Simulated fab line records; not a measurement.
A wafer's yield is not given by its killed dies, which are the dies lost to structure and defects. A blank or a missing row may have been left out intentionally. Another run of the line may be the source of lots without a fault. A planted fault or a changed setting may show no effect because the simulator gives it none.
Chamber matching + flow nand-harc + rie-diel-08 running NHARC_A_STAIRCASE_DESCUM_11: 4 sister chambers
The step chemistry O2, time 3 s. 8 wafers are shown with their chamber, then 7 later ones without.

## WAFERS, EACH WITH ITS CHAMBER
| wafer  | chamber | showerhead-plenum-p-Torr (Torr) | oes-product-au (a.u.) |
|--------|---------|---------------------------------|-----------------------|
| L227.6 | 3       | 1.85                            | 1.004                 |
| L231.1 | 3       | 1.84                            | 1.011                 |
| L233.1 | 0       | 1.95                            | 1.009                 |
| L233.3 | 2       | 1.81                            | 1.003                 |
| L234.1 | 0       | 1.95                            | 1.010                 |
| L234.6 | 1       | 1.86                            | 0.990                 |
| L238.1 | 2       | 1.81                            | 0.991                 |
| L238.3 | 1       | 1.85                            | 0.988                 |

## WAFERS WITH NO CHAMBER GIVEN
| wafer  | showerhead-plenum-p-Torr (Torr) | oes-product-au (a.u.) |
|--------|---------------------------------|-----------------------|
| L238.6 | 1.94                            | 1.010                 |
| L245.3 | 1.80                            | 0.995                 |
| L245.5 | 1.80                            | 1.000                 |
| L245.6 | 1.83                            | 1.018                 |
| L250.1 | 1.82                            | 1.000                 |
| L250.2 | 1.84                            | 0.994                 |
| L250.3 | 1.79                            | 1.004                 |

## EACH ONE'S CHAMBER
| wafer  | from the rows above     | in truth                   |
|--------|-------------------------|----------------------------|
| L238.6 | 0                       | 0                          |
| L245.3 | 2                       | 2                          |
| L245.5 | 2                       | 2                          |
| L245.6 | 3                       | 3                          |
| L250.1 | 2                       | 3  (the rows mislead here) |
| L250.2 | can't be placed: 3 or 1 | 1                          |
| L250.3 | 2                       | 2                          |
Correctly placed: 5 of 7. Cannot be placed on the basis of these rows: 1; the candidates contain the true chamber in 1. Number placed wrongly: 1.
How it was worked out, from the rows above alone: a wafer's distance from a chamber is the root of the sum, over the readings, of the square of ((its reading less the chamber's mean) divided by the reading's scatter). The wafer belongs to the nearest chamber; if the next one is less than 2 further off, it can't be placed. A chamber's mean is the mean of its shown wafers. The scatter: the root of (the sum of the squares of (reading less its chamber's mean) over the shown wafers, divided by (wafers less chambers)).
